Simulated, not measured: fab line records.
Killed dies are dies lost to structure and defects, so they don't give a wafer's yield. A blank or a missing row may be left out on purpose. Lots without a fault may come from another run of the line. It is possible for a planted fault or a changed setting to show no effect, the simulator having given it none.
fab line records	flow nand_harc
[record] lots = 14	wafers = 40	last_day = 25
route steps=1159 shown P_GATE@190 P_CONTACT@229 END@1159
lots with no fault: from the same line, run without faults
start_h: hours from the record's first day to the start of the lot's first wafer shown	wait_h: hours since the lot's step before	" unchanged from the row above	L1.1+2: a single row standing in for several wafers	- either no value or no given start	* or withheld: withheld	< > ~ a bound
route shown NAME@n: names a module that has steps shown in the file, with the first one's number in the route	usual: the fault-free wafers' mean and standard deviation	same: alike in all rows	chamber/n: place in a boat	sites: each site's reading	_std_site: their standard deviation	_edge_site: mean of outer sites minus mean of inner sites	radius_mm: how far each site lies from the wafer's centre	mask NAME#n: copy n	behind: the tool/chamber that last shaped the wafer	hold: reason for holding the lot/hours on hold/outcome of the hold	device: names the non-switching transistor (n, p or np)	end of line: tests of these same wafers at the route's end	where a step has no rows: the recipe by itself	killed: count of dies lost to structure and defects at first sort (not the wafer's yield)	map: a wafer's dies, marking killed ones x, the rest . and places with no die _
set.NAME: the run value of the setting; set.NAME@STEP: its run value at that earlier step	model.NAME: the simulator's own value behind a step, which no gauge read
route steps across a sampled set of lots; one table per step, one row per wafer
services: when a tool's chamber went out of use (start_h, in hours from the record's first day, below 0 if earlier), for how many hours, and the reason
[[steps]]
[step NHARC_P_GATE_STRIP_76]
[recipe] power_w = 1500	temp_c = 250	chemistry = O2
[usual] drypump_motor_current_A = 6.1/0.33	heater_power_w = 312/11
lot.wafer	tool	chamber	start_h	wait_h	drypump_motor_current_A	heater_power_w	rf_hours_counter_h
L397.3	plasma_asher-02	1	106.83	0.1	6.6	301	-
L397.5	"	0	"	"	6.0	305	-
L397.6	"	1	"	"	6.7	306	-
L396.4	plasma_asher-02	1	107.15	0.1	6.6	307	-
L396.5	"	0	"	"	6.0	305	-
L396.6	"	1	"	"	6.6	311	-
L398.1	plasma_asher-02	0	121.62	0.2	6.0	311	37
L398.4	"	1	"	"	6.6	312	-
L398.6	"	1	"	"	6.6	307	-
L400.2	plasma_asher-01	1	125.18	0.2	5.9	315	6
L400.5	"	1	"	"	5.9	320	-
L400.6	"	0	"	"	5.8	319	-
L405.2	plasma_asher-01	0	163.88	0.2	5.8	328	18
L405.4	"	0	"	"	5.8	329	-
L405.5	"	0	"	"	5.8	333	-
L408.2	plasma_asher-01	1	180.04	0.2	5.9	323	25
L408.1	"	0	"	"	5.8	339	25
L408.3	"	0	"	"	5.8	324	-
L407.4	plasma_asher-01	0	186.12	0.2	5.8	327	-
L413.2	plasma_asher-02	0	206.14	0.2	6.0	295	4
L413.4	"	0	"	"	6.0	304	-
L413.6	"	0	"	"	6.0	299	-
L415.2	plasma_asher-02	1	215.07	0.2	6.6	306	7
L415.1	"	0	"	"	6.0	306	7
L415.3	"	1	"	"	6.6	297	-
L414.2	plasma_asher-01	1	215.81	0.2	5.8	323	38
L414.3	"	1	"	"	5.8	314	-
L414.6	"	0	"	"	5.8	331	-
L416.1	plasma_asher-02	0	223.40	0.2	6.0	293	10
L416.4	"	0	"	"	6.0	303	-
L416.6	"	1	"	"	6.6	296	-
L417.2	plasma_asher-02	1	227.79	0.2	6.6	301	12
L417.4	"	1	"	"	6.6	308	-
L417.6	"	1	"	"	6.6	298	-
L418.2	plasma_asher-02	0	238.63	0.2	6.0	304	16
L418.3	"	0	"	"	6.0	306	-
L418.5	"	0	"	"	6.0	303	-
L419.1	plasma_asher-02	1	242.27	0.2	6.6	308	18
L419.2	"	0	"	"	6.0	298	18
L419.6	"	0	"	"	6.0	304	-
[step NHARC_P_GATE_DEGAS_109]
[recipe] temp_c = 300	time_s = 60
[usual] heater_power_w = 471/53	susceptor_temp_C = 300.01/0.21
lot.wafer	tool	chamber	start_h	wait_h	heater_power_w	susceptor_temp_C
L397.3	pvd_sputter-01	-	109.84	0.1	362	300.38
L397.6	"	-	"	"	463	299.57
L397.5	"	-	"	"	408	299.87
L396.4	pvd_sputter-01	-	110.21	0.1	376	300.23
L396.6	"	-	"	"	408	299.86
L396.5	"	-	"	"	364	299.99
L398.1	pvd_sputter-02	-	124.52	0.1	448	300.10
L398.4	"	-	"	"	559	300.23
L398.6	"	-	"	"	443	299.97
L400.2	pvd_sputter-03	-	128.11	0.1	536	299.87
L400.5	"	-	"	"	521	300.12
L400.6	"	-	"	"	414	299.95
L405.2	pvd_sputter-03	-	171.73	0.1	411	300.06
L405.4	"	-	"	"	519	299.86
L405.5	"	-	"	"	411	300.00
L408.2	pvd_sputter-03	-	183.11	0.1	431	300.16
L408.3	"	-	"	"	529	299.89
L408.1	"	-	"	"	418	300.00
L407.4	pvd_sputter-02	-	189.13	0.1	435	299.58
L413.4	pvd_sputter-03	-	209.04	0.1	439	300.21
L413.2	"	-	"	"	521	300.00
L413.6	"	-	"	"	543	299.76
L415.3	pvd_sputter-03	-	218.10	0.1	424	300.07
L415.1	"	-	"	"	530	299.98
L415.2	"	-	"	"	527	299.86
L414.2	pvd_sputter-03	-	219.01	0.1	436	299.92
L414.3	"	-	"	"	513	300.07
L414.6	"	-	"	"	425	300.06
L416.4	pvd_sputter-01	-	226.45	0.1	492	300.15
L416.1	"	-	"	"	364	300.40
L416.6	"	-	"	"	474	300.17
L417.4	pvd_sputter-02	-	230.86	0.1	427	299.93
L417.2	"	-	"	"	450	299.79
L417.6	"	-	"	"	478	300.27
L418.3	pvd_sputter-02	-	241.62	0.1	468	299.86
L418.2	"	-	"	"	571	299.48
L418.5	"	-	"	"	431	300.05
L419.1	pvd_sputter-02	-	245.37	0.1	467	300.13
L419.2	"	-	"	"	462	300.18
L419.6	"	-	"	"	462	300.14
[step NHARC_P_GATE_RTA_82]
[recipe] temp_c = 450	time_s = 30
[usual] lamp_power_pct = 4.50/0.057	lamp_zone_7_pct = 4.73/0.061	wafer_temp_C_max = 452.8/0.76
lot.wafer	tool	chamber	start_h	wait_h	lamp_power_pct	lamp_zone_7_pct	wafer_temp_C_max
L397.3	rtp_anneal-02	0	110.79	-	4.56	4.79	452.9
L397.5	"	0	"	"	4.56	4.79	452.9
L397.6	"	0	"	"	4.56	4.79	453.2
L396.4	rtp_anneal-01	0	111.45	-	4.43	4.67	452.7
L396.5	"	0	"	"	4.44	4.68	452.6
L396.6	"	0	"	"	4.43	4.67	451.8
L398.1	rtp_anneal-02	0	125.27	-	4.55	4.80	452.2
L398.4	"	0	"	"	4.55	4.80	452.9
L398.6	"	0	"	"	4.56	4.79	454.3
L400.2	rtp_anneal-02	0	128.90	-	4.55	4.80	454.5
L400.5	"	0	"	"	4.55	4.79	453.0
L400.6	"	0	"	"	4.55	4.79	453.0
L405.2	rtp_anneal-01	0	172.52	-	4.44	4.68	452.8
L405.4	"	0	"	"	4.44	4.67	452.3
L405.5	"	0	"	"	4.44	4.67	452.2
L408.1	rtp_anneal-01	0	183.96	-	4.44	4.68	452.2
L408.2	"	0	"	"	4.44	4.67	452.2
L408.3	"	0	"	"	4.44	4.67	451.8
L407.4	rtp_anneal-02	0	189.98	-	4.57	4.80	453.4
L413.2	rtp_anneal-01	0	209.83	-	4.44	4.68	453.3
L413.4	"	0	"	"	4.43	4.68	452.5
L413.6	"	0	"	"	4.44	4.67	452.4
L415.1	rtp_anneal-01	0	218.87	-	4.44	4.67	452.8
L415.2	"	0	"	"	4.44	4.67	452.0
L415.3	"	0	"	"	4.44	4.68	451.6
L414.2	rtp_anneal-01	0	219.79	-	4.44	4.67	452.6
L414.3	"	0	"	"	4.44	4.67	452.1
L414.6	"	0	"	"	4.44	4.68	453.5
L416.1	rtp_anneal-01	0	227.21	-	4.44	4.67	451.9
L416.4	"	0	"	"	4.45	4.67	451.9
L416.6	"	0	"	"	4.44	4.67	452.1
L417.2	rtp_anneal-02	0	231.88	-	4.56	4.79	453.1
L417.4	"	0	"	"	4.56	4.80	453.1
L417.6	"	0	"	"	4.56	4.79	452.7
L418.2	rtp_anneal-01	0	242.40	-	4.44	4.67	452.3
L418.3	"	0	"	"	4.44	4.67	451.8
L418.5	"	0	"	"	4.44	4.68	452.5
L419.1	rtp_anneal-02	0	246.22	-	4.55	4.79	453.7
L419.2	"	0	"	"	4.55	4.79	453.8
L419.6	"	0	"	"	4.55	4.80	452.7
[step NHARC_P_CONTACT_EXPOSE_09]
[recipe] na = 1.35	target_cd_nm = 90	dose_mj = 81.26	mask_id = P_CA
lot.wafer	tool	chamber	start_h	wait_h	mask
L397.3+5+6	arfi_scanner-01	0	112.50	-	P_CA#0
L396.4+5+6	arfi_scanner-01	0	113.02	-	P_CA#0
L398.1+4+6	arfi_scanner-02	0	127.06	-	P_CA#0
L400.2+5+6	arfi_scanner-01	0	130.79	-	P_CA#0
L405.2+4+5	arfi_scanner-03	0	174.24	-	P_CA#0
L408.1+2+3	arfi_scanner-03	0	185.83	-	P_CA#0
L407.4	arfi_scanner-03	0	191.58	-	P_CA#0
L413.2+4+6	arfi_scanner-01	0	211.47	-	P_CA#0
L415.1+2+3	arfi_scanner-02	0	220.54	-	P_CA#0
L414.2+3+6	arfi_scanner-02	0	221.49	-	P_CA#0
L416.1+4+6	arfi_scanner-02	0	228.78	-	P_CA#0
L417.2+4+6	arfi_scanner-01	0	233.82	-	P_CA#0
L418.2+3+5	arfi_scanner-02	0	244.32	-	P_CA#0
L419.1+2+6	arfi_scanner-02	0	248.27	-	P_CA#0
[step NHARC_P_CONTACT_CD_MEAS_12]
[recipe] target_cd_nm = 90	landing_energy_ev = 500
[usual] cd_nm = 90.1/0.52
lot.wafer	tool	chamber	start_h	wait_h	hold	cd_nm
L397.3	cd_sem-03	0	112.64	-	-	90.7
L397.5	"	0	"	"	-	89.7
L397.6	"	0	"	"	-	90.5
L396.4	cd_sem-03	0	113.15	-	-	89.7
L396.5	"	0	"	"	-	90.1
L396.6	"	0	"	"	-	89.6
L398.1	cd_sem-03	0	127.21	-	-	90.0
L398.4	"	0	"	"	-	89.9
L398.6	"	0	"	"	-	90.6
L400.2	cd_sem-01	0	130.93	-	-	89.7
L400.5	"	0	"	"	-	89.7
L400.6	"	0	"	"	-	90.0
L405.2	cd_sem-01	0	174.37	-	-	90.0
L405.4	"	0	"	"	-	90.2
L405.5	"	0	"	"	-	89.8
L408.1	cd_sem-01	0	185.96	-	await_dispo/0.2h/release	79.4
L408.2	"	0	"	"	await_dispo/0.2h/release	90.8
L408.3	"	0	"	"	await_dispo/0.2h/release	79.0
L408.1	cd_sem-01	0	-	-	-	79.5
L408.2	"	0	"	"	-	90.9
L408.3	"	0	"	"	-	79.2
L407.4	cd_sem-02	0	191.71	-	await_dispo/0.2h/release	78.6
L407.4	cd_sem-02	0	-	-	-	78.6
L413.2	cd_sem-02	0	211.61	-	-	91.6
L413.4	"	0	"	"	-	90.3
L413.6	"	0	"	"	-	90.6
L415.1	cd_sem-02	0	220.68	-	-	90.6
L415.2	"	0	"	"	-	90.4
L415.3	"	0	"	"	-	90.3
L414.2	cd_sem-03	0	221.63	-	-	90.1
L414.3	"	0	"	"	-	89.8
L414.6	"	0	"	"	-	90.4
L416.1	cd_sem-03	0	228.92	-	-	90.4
L416.4	"	0	"	"	-	91.1
L416.6	"	0	"	"	-	89.8
L417.2	cd_sem-01	0	233.97	-	-	90.9
L417.4	"	0	"	"	-	89.9
L417.6	"	0	"	"	-	90.5
L418.2	cd_sem-01	0	244.45	-	-	90.7
L418.3	"	0	"	"	-	90.7
L418.5	"	0	"	"	-	90.9
L419.1	cd_sem-01	0	248.41	-	-	89.6
L419.2	"	0	"	"	-	90.0
L419.6	"	0	"	"	-	90.4
[step NHARC_END_SORT_01]
[recipe] temp_c = 25
[usual] killed_at_array = 25/9.8	killed_at_other = 0.8/1.1	killed_at_periphery = 3.3/2.1	killed_dies = 29/10	killed_open = 3.3/1.8	killed_short = 1.9/1.4
[same] gross_dies = 677
lot.wafer	tool	chamber	start_h	wait_h	hold	killed_at_array	killed_at_other	killed_at_periphery	killed_dies	killed_open	killed_short
L400.2	prober-01	0	455.51	2.8	-	24	1	5	30	3	0
L400.5	prober-01	0	457.88	3.7	-	29	2	2	33	1	2
L400.6	prober-01	0	458.67	4.0	-	25	1	3	29	1	1
L396.4	prober-02	0	459.26	3.4	-	19	1	2	22	1	3
L396.5	prober-02	0	460.06	3.7	-	20	0	1	21	2	1
L396.6	prober-02	0	460.85	4.0	-	19	0	2	21	2	1
L397.3	prober-02	0	466.29	3.1	-	11	1	2	14	3	2
L397.5	prober-02	0	467.93	3.8	-	11	2	2	15	1	4
L397.6	prober-02	0	468.74	4.1	-	7	0	1	8	3	1
L398.1	prober-02	0	472.51	2.5	-	23	0	4	27	3	3
L398.4	prober-02	0	474.90	3.4	-	19	0	2	21	4	1
L398.6	prober-02	0	476.50	4.0	-	26	0	4	30	7	3
L405.2	prober-02	0	510.65	2.8	-	40	4	3	47	4	1
L405.4	prober-02	0	512.24	3.4	-	24	3	3	30	1	3
L405.5	prober-02	0	513.04	3.7	-	35	1	1	37	0	2
L408.1	prober-01	0	548.20	2.5	await_dispo/2.8h/release	14	1	33	48	6	2
L408.2	prober-01	0	549.00	2.8	await_dispo/2.8h/release	14	0	4	18	5	3
L408.3	prober-01	0	549.80	3.1	await_dispo/2.8h/release	13	0	37	50	4	2
L415.1	prober-01	0	555.95	2.5	-	17	0	5	22	4	0
L415.2	prober-01	0	556.75	2.8	-	18	1	4	23	3	0
L415.3	prober-01	0	557.54	3.1	-	16	0	6	22	6	2
L417.2	prober-02	0	556.81	2.8	-	29	0	6	35	4	2
L417.4	prober-02	0	558.42	3.4	-	23	0	2	25	1	3
L417.6	prober-02	0	560.02	4.0	-	23	2	2	27	2	0
L413.2	prober-01	0	564.54	2.8	-	17	2	5	24	5	1
L413.4	prober-01	0	566.14	3.4	-	19	1	0	20	2	2
L413.6	prober-01	0	567.75	4.0	-	18	1	3	22	4	1
L414.2	prober-02	0	566.03	2.8	-	43	1	2	46	5	0
L414.3	prober-02	0	566.84	3.1	-	42	0	3	45	5	1
L414.6	prober-02	0	569.25	4.0	-	34	0	0	34	0	0
L416.1	prober-02	0	573.05	2.5	-	41	0	6	47	3	2
L416.4	prober-02	0	575.41	3.4	-	39	0	9	48	4	1
L416.6	prober-02	0	576.99	3.9	-	35	0	6	41	3	0
L418.2	prober-02	0	581.59	2.8	-	22	0	0	22	1	1
L418.3	prober-02	0	582.39	3.1	-	31	0	3	34	5	2
L418.5	prober-02	0	583.97	3.7	-	33	0	1	34	2	2
L419.1	prober-01	0	587.17	2.5	-	23	0	2	25	2	1
L419.2	prober-01	0	587.96	2.8	-	12	0	0	12	0	0
L419.6	prober-01	0	591.12	4.0	-	23	0	2	25	3	3
// killed by level:class
L400.2 A_CHANNEL_HOLE_D1:chamber_film_flake=12 A_SLIT:chamber_film_flake=8 P_GATE:chamber_film_flake=3 P_STI:geometric_particle:open=1 A_SGD_CUT:geometric_particle:open=1 A_WL_FILL:geometric_particle:open=1 P_ZERO_WELL:chamber_film_flake=1 A_STAIRCASE:chamber_film_flake=1
L400.5 A_CHANNEL_HOLE_D1:chamber_film_flake=14 A_SLIT:chamber_film_flake=8 A_STAIRCASE:chamber_film_flake=2 A_WL_FILL:chamber_film_flake=2 THIN_TSV:chamber_film_flake=2 A_CHANNEL_FILL_D1:geometric_particle:short=1 A_CONTACT:geometric_particle:open=1 A_M0:geometric_particle:short=1
L400.6 A_SLIT:chamber_film_flake=12 A_CHANNEL_HOLE_D1:chamber_film_flake=7 A_STAIRCASE:chamber_film_flake=2 A_CONTACT:chamber_film_flake=2 P_CONTACT:geometric_particle:short=1 A_SOURCE_PLATE:geometric_particle:open=1 P_ZERO_WELL:chamber_film_flake=1 P_GATE:chamber_film_flake=1
L396.4 A_CHANNEL_HOLE_D1:chamber_film_flake=10 A_WL_FILL:chamber_film_flake=3 A_CHANNEL_FILL_D1:chamber_film_flake=2 P_STI:geometric_particle:short=1 P_M0:geometric_particle:open=1 A_CHANNEL_FILL_D1:geometric_particle:short=1 A_CONTACT:geometric_particle:short=1 A_STAIRCASE:chamber_film_flake=1
L396.5 A_CHANNEL_HOLE_D1:chamber_film_flake=12 A_WL_FILL:chamber_film_flake=3 A_CONTACT:chamber_film_flake=3 P_CONTACT:geometric_particle:open=1 A_CHANNEL_HOLE_D1:geometric_particle:open=1 A_SGD_CUT:geometric_particle:short=1
L396.6 A_CHANNEL_HOLE_D1:chamber_film_flake=8 A_CONTACT:chamber_film_flake=5 A_STAIRCASE:chamber_film_flake=3 P_M0:geometric_particle:open=1 A_WL_FILL:geometric_particle:short=1 A_CONTACT:geometric_particle:open=1 P_GATE:chamber_film_flake=1 A_WL_FILL:chamber_film_flake=1
L397.3 A_CHANNEL_HOLE_D1:chamber_film_flake=4 A_STAIRCASE:chamber_film_flake=3 P_CONTACT:geometric_particle:open=1 P_CONTACT:geometric_particle:short=1 A_ONON_D1:geometric_particle:short=1 A_CHANNEL_HOLE_D1:geometric_particle:open=1 A_CONTACT:geometric_particle:open=1 A_ZERO_WELL:chamber_film_flake=1
L397.5 A_WL_FILL:chamber_film_flake=3 A_CHANNEL_HOLE_D1:chamber_film_flake=2 A_STAIRCASE:chamber_film_flake=2 P_CONTACT:geometric_particle:short=1 P_M0:geometric_particle:short=1 A_ONON_D1:geometric_particle:short=1 A_BLC:geometric_particle:open=1 STARTING-WAFER:geometric_particle:short=1
L397.6 A_CHANNEL_HOLE_D1:chamber_film_flake=2 P_M1:geometric_particle:open=1 A_CONTACT:geometric_particle:open=1 A_BLC:geometric_particle:short=1 A_M0:geometric_particle:open=1 A_STAIRCASE:chamber_film_flake=1 A_SLIT:chamber_film_flake=1
L398.1 A_CONTACT:chamber_film_flake=5 A_WL_FILL:chamber_film_flake=4 A_M1:chamber_film_flake=4 A_CHANNEL_HOLE_D1:chamber_film_flake=2 A_STAIRCASE:chamber_film_flake=2 P_CONTACT:geometric_particle:open=1 P_M0:geometric_particle:short=1 A_ONON_D1:geometric_particle:open=1
L398.4 A_SLIT:chamber_film_flake=6 A_CHANNEL_HOLE_D1:chamber_film_flake=4 A_CONTACT:chamber_film_flake=3 P_CONTACT:geometric_particle:open=1 A_ONON_D1:geometric_particle:open=1 A_CHANNEL_FILL_D1:geometric_particle:short=1 A_CONTACT:geometric_particle:open=1 A_M0:geometric_particle:open=1
L398.6 A_SLIT:chamber_film_flake=7 A_STAIRCASE:chamber_film_flake=4 P_M0:chamber_film_flake=3 A_ONON_D1:geometric_particle:open=2 A_M0:geometric_particle:open=2 A_M1:chamber_film_flake=2 A_ONON_D1:geometric_particle:short=1 A_CHANNEL_FILL_D1:geometric_particle:short=1
L405.2 A_SLIT:chamber_film_flake=14 A_CHANNEL_HOLE_D1:chamber_film_flake=13 A_CONTACT:chamber_film_flake=4 THIN_TSV:chamber_film_flake=4 P_GATE:chamber_film_flake=2 A_CHANNEL_FILL_D1:chamber_film_flake=2 A_M0:chamber_film_flake=2 P_M1:geometric_particle:open=1
L405.4 A_CHANNEL_HOLE_D1:chamber_film_flake=10 A_SLIT:chamber_film_flake=5 THIN_TSV:chamber_film_flake=3 A_CHANNEL_FILL_D1:chamber_film_flake=2 A_STAIRCASE:chamber_film_flake=2 P_GATE:geometric_particle:short=1 P_M0:geometric_particle:short=1 A_CONTACT:geometric_particle:open=1
L405.5 A_SLIT:chamber_film_flake=17 A_CHANNEL_HOLE_D1:chamber_film_flake=9 A_STAIRCASE:chamber_film_flake=3 A_M0:chamber_film_flake=2 A_ONON_D1:geometric_particle:short=1 A_CHANNEL_FILL_D1:geometric_particle:short=1 P_GATE:chamber_film_flake=1 A_SGD_CUT:chamber_film_flake=1
L408.1 P_CONTACT:area_expose=28 A_CHANNEL_HOLE_D1:chamber_film_flake=6 P_CONTACT:geometric_particle:open=3 A_CONTACT:geometric_particle:open=3 A_STAIRCASE:chamber_film_flake=2 A_SLIT:geometric_particle:short=1 A_M0:geometric_particle:short=1 P_STI:chamber_film_flake=1
L408.2 A_CHANNEL_HOLE_D1:chamber_film_flake=4 A_CONTACT:chamber_film_flake=4 P_CONTACT:geometric_particle:open=2 A_SGD_CUT:geometric_particle:open=1 P_CONTACT:geometric_particle:short=1 A_CHANNEL_FILL_D1:geometric_particle:short=1 A_CHANNEL_FILL_D1:geometric_particle:open=1 A_WL_FILL:geometric_particle:short=1
L408.3 P_CONTACT:area_expose=35 A_CHANNEL_HOLE_D1:chamber_film_flake=5 A_STAIRCASE:chamber_film_flake=2 P_M1:geometric_particle:open=1 A_CHANNEL_FILL_D1:geometric_particle:open=1 A_SGD_CUT:geometric_particle:short=1 A_CONTACT:geometric_particle:short=1 A_BLC:geometric_particle:open=1
L415.1 A_STAIRCASE:chamber_film_flake=6 A_CHANNEL_HOLE_D1:chamber_film_flake=5 A_CONTACT:chamber_film_flake=4 P_GATE:geometric_particle:open=1 P_M0:geometric_particle:open=1 P_M2:geometric_particle:open=1 A_BLC:geometric_particle:open=1 P_STI:chamber_film_flake=1
L415.2 A_CHANNEL_HOLE_D1:chamber_film_flake=10 A_CONTACT:chamber_film_flake=5 P_STI:chamber_film_flake=3 A_STAIRCASE:chamber_film_flake=2 P_CONTACT:geometric_particle:open=1 A_BLC:geometric_particle:open=1 STARTING-WAFER:geometric_particle:open=1
L417.2 A_SLIT:chamber_film_flake=12 A_CHANNEL_HOLE_D1:chamber_film_flake=4 P_GATE:chamber_film_flake=3 A_CONTACT:chamber_film_flake=3 A_STAIRCASE:chamber_film_flake=2 A_WL_FILL:chamber_film_flake=2 P_STI:geometric_particle:open=1 P_M0:geometric_particle:open=1
L415.3 A_CHANNEL_HOLE_D1:chamber_film_flake=4 A_CONTACT:chamber_film_flake=4 A_CONTACT:geometric_particle:open=3 P_STI:chamber_film_flake=3 A_STAIRCASE:chamber_film_flake=2 P_GATE:geometric_particle:open=1 P_M2:geometric_particle:open=1 A_SGD_CUT:geometric_particle:short=1
L417.4 A_SLIT:chamber_film_flake=10 A_STAIRCASE:chamber_film_flake=3 A_CONTACT:chamber_film_flake=3 A_CHANNEL_HOLE_D1:geometric_particle:short=2 P_GATE:chamber_film_flake=2 A_CHANNEL_HOLE_D1:chamber_film_flake=2 A_CHANNEL_FILL_D1:geometric_particle:open=1 A_WL_FILL:geometric_particle:short=1
L417.6 A_SLIT:chamber_film_flake=17 A_CHANNEL_HOLE_D1:chamber_film_flake=2 THIN_TSV:chamber_film_flake=2 A_ONON_D1:geometric_particle:open=1 A_M1:geometric_particle:open=1 P_ZERO_WELL:chamber_film_flake=1 P_GATE:chamber_film_flake=1 A_WL_FILL:chamber_film_flake=1
L413.2 A_CHANNEL_HOLE_D1:chamber_film_flake=4 A_CONTACT:chamber_film_flake=4 A_STAIRCASE:chamber_film_flake=3 A_CONTACT:geometric_particle:open=2 P_GATE:chamber_film_flake=2 THIN_TSV:chamber_film_flake=2 P_GATE:geometric_particle:open=1 P_M0:geometric_particle:open=1
L414.2 A_CHANNEL_HOLE_D1:chamber_film_flake=18 A_SLIT:chamber_film_flake=11 A_CONTACT:chamber_film_flake=5 A_STAIRCASE:chamber_film_flake=4 A_WL_FILL:geometric_particle:open=2 A_CONTACT:geometric_particle:open=2 P_M1:geometric_particle:open=1 P_STI:chamber_film_flake=1
L413.4 A_CHANNEL_HOLE_D1:chamber_film_flake=6 A_STAIRCASE:chamber_film_flake=5 A_CONTACT:chamber_film_flake=4 A_CHANNEL_FILL_D1:geometric_particle:short=1 A_CONTACT:geometric_particle:short=1 A_CONTACT:geometric_particle:open=1 A_BLC:geometric_particle:open=1 THIN_TSV:chamber_film_flake=1
L414.3 A_CHANNEL_HOLE_D1:chamber_film_flake=21 A_SLIT:chamber_film_flake=8 A_STAIRCASE:chamber_film_flake=6 A_WL_FILL:geometric_particle:open=2 A_BLC:chamber_film_flake=2 P_GATE:geometric_particle:open=1 P_M0:geometric_particle:open=1 A_CONTACT:geometric_particle:open=1
L413.6 A_CONTACT:chamber_film_flake=7 A_STAIRCASE:chamber_film_flake=5 A_CHANNEL_HOLE_D1:chamber_film_flake=3 A_ONON_D1:geometric_particle:open=2 P_STI:geometric_particle:short=1 P_M0:geometric_particle:open=1 A_M0:geometric_particle:open=1 P_M1:chamber_film_flake=1
L414.6 A_CHANNEL_HOLE_D1:chamber_film_flake=17 A_SLIT:chamber_film_flake=7 A_CONTACT:chamber_film_flake=5 A_STAIRCASE:chamber_film_flake=2 A_BLC:chamber_film_flake=2 A_WL_FILL:chamber_film_flake=1
L416.1 A_CHANNEL_HOLE_D1:chamber_film_flake=19 A_SLIT:chamber_film_flake=11 P_M1:chamber_film_flake=4 A_CONTACT:chamber_film_flake=2 A_CHANNEL_FILL_D1:chamber_film_flake=2 P_GATE:geometric_particle:open=1 A_SOURCE_PLATE:geometric_particle:short=1 A_ONON_D1:geometric_particle:short=1
L416.4 A_SLIT:chamber_film_flake=20 A_CHANNEL_HOLE_D1:chamber_film_flake=11 P_M1:chamber_film_flake=5 P_GATE:chamber_film_flake=3 A_BLC:geometric_particle:open=2 A_CONTACT:geometric_particle:short=1 A_M0:geometric_particle:open=1 A_M1:geometric_particle:open=1
L416.6 A_CHANNEL_HOLE_D1:chamber_film_flake=18 A_SLIT:chamber_film_flake=9 P_M1:chamber_film_flake=4 P_GATE:chamber_film_flake=2 A_BLC:chamber_film_flake=2 A_ONON_D1:geometric_particle:open=1 A_WL_FILL:geometric_particle:open=1 A_M0:geometric_particle:open=1
L418.2 A_SLIT:chamber_film_flake=8 A_STAIRCASE:chamber_film_flake=5 A_CHANNEL_HOLE_D1:chamber_film_flake=3 A_CONTACT:chamber_film_flake=2 A_BLC:chamber_film_flake=2 A_ONON_D1:geometric_particle:open=1 A_SGD_CUT:geometric_particle:short=1
L418.3 A_SLIT:chamber_film_flake=13 A_CHANNEL_HOLE_D1:chamber_film_flake=7 A_CONTACT:chamber_film_flake=3 A_CONTACT:geometric_particle:open=2 A_STAIRCASE:chamber_film_flake=2 P_M0:geometric_particle:short=1 P_M0:geometric_particle:open=1 A_ONON_D1:geometric_particle:open=1
L418.5 A_CONTACT:chamber_film_flake=12 A_CHANNEL_HOLE_D1:chamber_film_flake=7 A_SLIT:chamber_film_flake=7 A_WL_FILL:chamber_film_flake=2 P_CONTACT:geometric_particle:open=1 A_ONON_D1:geometric_particle:short=1 A_CONTACT:geometric_particle:short=1 A_BLC:geometric_particle:open=1
L419.1 A_CHANNEL_HOLE_D1:chamber_film_flake=7 A_STAIRCASE:chamber_film_flake=6 A_CONTACT:chamber_film_flake=6 A_CHANNEL_FILL_D1:geometric_particle:open=1 A_WL_FILL:geometric_particle:short=1 A_WL_FILL:geometric_particle:open=1 P_GATE:chamber_film_flake=1 P_BONDPAD:chamber_film_flake=1
L419.2 A_CHANNEL_HOLE_D1:chamber_film_flake=6 A_STAIRCASE:chamber_film_flake=3 A_CONTACT:chamber_film_flake=2 A_CHANNEL_FILL_D1:chamber_film_flake=1
L419.6 A_CHANNEL_HOLE_D1:chamber_film_flake=9 A_STAIRCASE:chamber_film_flake=4 A_CHANNEL_FILL_D1:chamber_film_flake=3 A_WL_FILL:geometric_particle:open=2 P_M2:geometric_particle:short=1 A_CONTACT:geometric_particle:short=1 A_CONTACT:geometric_particle:open=1 A_BLC:geometric_particle:short=1
[[services]]
tool	chamber	start_h	hours	kind
arfi_scanner-02	-	84.02	4.0	pm
pvd_sputter-01	-	95.05	3.5	repair
plasma_asher-01	-	99.00	9.0	pm
plasma_asher-01	0	99.00	9.0	vent_cycle
plasma_asher-01	1	99.00	9.0	vent_cycle
pvd_sputter-03	-	102.02	10.0	pm
arfi_scanner-03	-	140.00	4.0	pm
arfi_scanner-02	-	143.43	1.0	repair
pvd_sputter-03	-	149.10	1.8	repair
arfi_scanner-02	-	151.51	0.7	repair
pvd_sputter-03	-	157.13	3.6	repair
pvd_sputter-01	-	161.99	10.0	pm
arfi_scanner-01	-	163.51	14.6	repair
plasma_asher-02	-	183.25	9.0	pm
plasma_asher-02	0	183.25	9.0	vent_cycle
plasma_asher-02	1	183.25	9.0	vent_cycle
plasma_asher-02	0	192.25	-	clean
plasma_asher-02	1	192.25	-	clean
arfi_scanner-01	-	196.00	4.0	pm
pvd_sputter-02	-	214.06	10.0	pm
arfi_scanner-01	0	217.67	-	calibration
pvd_sputter-03	-	221.23	11.6	repair
arfi_scanner-01	-	221.23	2.7	repair
arfi_scanner-02	0	242.94	-	calibration
[[key]]
[first_sign] step = NHARC_P_CONTACT_CD_MEAS_12	reading = visit	direction = added
[effect] step = NHARC_P_CONTACT_CD_MEAS_12	reading = cd_nm	direction = down	sigmas = 21	usual = 90.1	struck = 79.0
[effect] step = NHARC_END_SORT_01	reading = killed_at_periphery	direction = up	sigmas = 15	usual = 3.3	struck = 35
[more_kills_born_at] NHARC_P_CONTACT_EXPOSE_09@arfi_scanner-03 = 63
met_at NHARC_P_CONTACT_EXPOSE_09
struck_lots L407,L408
struck_wafers L407.4,L408.1,L408.3
rows_end L407.4
tester_left_out L408
not_acting_at NHARC_P_GATE_STRIP_76,NHARC_P_GATE_DEGAS_109,NHARC_P_GATE_RTA_82
onset_between 174.24 185.83
[fault] kind = process_parameter_drift	tool = arfi_scanner-03	chamber = -	onset_h = 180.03	steps = NHARC_P_CONTACT_EXPOSE_09	channel = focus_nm	offset = 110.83	shape = step	end_h = 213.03	scope = struck_wafers_only
// tester_left_out: of these lots the tester's yield and bins aren't shown, on N5 and GAA mostly nor the transistor test; their killed dies are dies lost to structure and defects alone, not to doping, threshold or leakage, so they don't give the yield
// rows_end: these wafers met a further fault down the route, and their rows from its step on are left out
